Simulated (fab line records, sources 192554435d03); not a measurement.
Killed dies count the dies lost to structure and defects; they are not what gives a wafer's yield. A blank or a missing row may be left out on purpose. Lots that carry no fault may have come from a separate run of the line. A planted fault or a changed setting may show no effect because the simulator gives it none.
Matching of chambers + flow n5Finfet + N5_BEOL_M5_STRIP_64 on rieDiel-01: 4 sister chambers
The step strips in CF4. 7 wafers are shown with their chamber, then 7 later ones without.

EACH WAFER AND ITS CHAMBER
| wafer  | chamber | showerheadPlenumPTorr (Torr) | drypumpMotorCurrentA (A) |
|--------|---------|------------------------------|--------------------------|
| L077.2 | 2       | 1.75                         | 4.9                      |
| L083.4 | 3       | 1.74                         | 4.7                      |
| L088.1 | 2       | 1.74                         | 5.0                      |
| L088.4 | 1       | 1.72                         | 5.7                      |
| L089.3 | 3       | 1.73                         | 4.7                      |
| L095.1 | 0       | 1.85                         | 5.7                      |
| L095.4 | 0       | 1.85                         | 5.7                      |

WAFERS WHOSE CHAMBER IS MISSING
| wafer  | showerheadPlenumPTorr (Torr) | drypumpMotorCurrentA (A) |
|--------|------------------------------|--------------------------|
| L095.5 | 1.71                         | 5.7                      |
| L093.3 | 1.85                         | 5.8                      |
| L093.4 | 1.85                         | 5.7                      |
| L093.6 | 1.71                         | 5.7                      |
| L096.3 | 1.71                         | 5.8                      |
| L096.4 | 1.73                         | 4.7                      |
| L096.6 | 1.73                         | 4.7                      |

THE CHAMBER EACH PASSED THROUGH
| wafer  | from the rows above | in truth |
|--------|---------------------|----------|
| L095.5 | 1                   | 1        |
| L093.3 | 0                   | 0        |
| L093.4 | 0                   | 0        |
| L093.6 | 1                   | 1        |
| L096.3 | 1                   | 1        |
| L096.4 | 3                   | 3        |
| L096.6 | 3                   | 3        |
Correct placement for 7 of the 7. Can't be placed from these rows: 0. 0 placed wrongly.
How it was worked out, from the rows above alone: a wafer's distance from a chamber is the root of the sum, over the readings, of the square of ((its reading less the chamber's mean) divided by the reading's scatter). If the next closest chamber is less than 2 further off than the closest, the wafer can't be placed; otherwise it belongs to the closest. A chamber's mean is the mean of its shown wafers. The scatter is the square root of a quotient: the sum, over the shown wafers, of each reading's squared deviation from its chamber's mean, divided by wafers minus chambers.
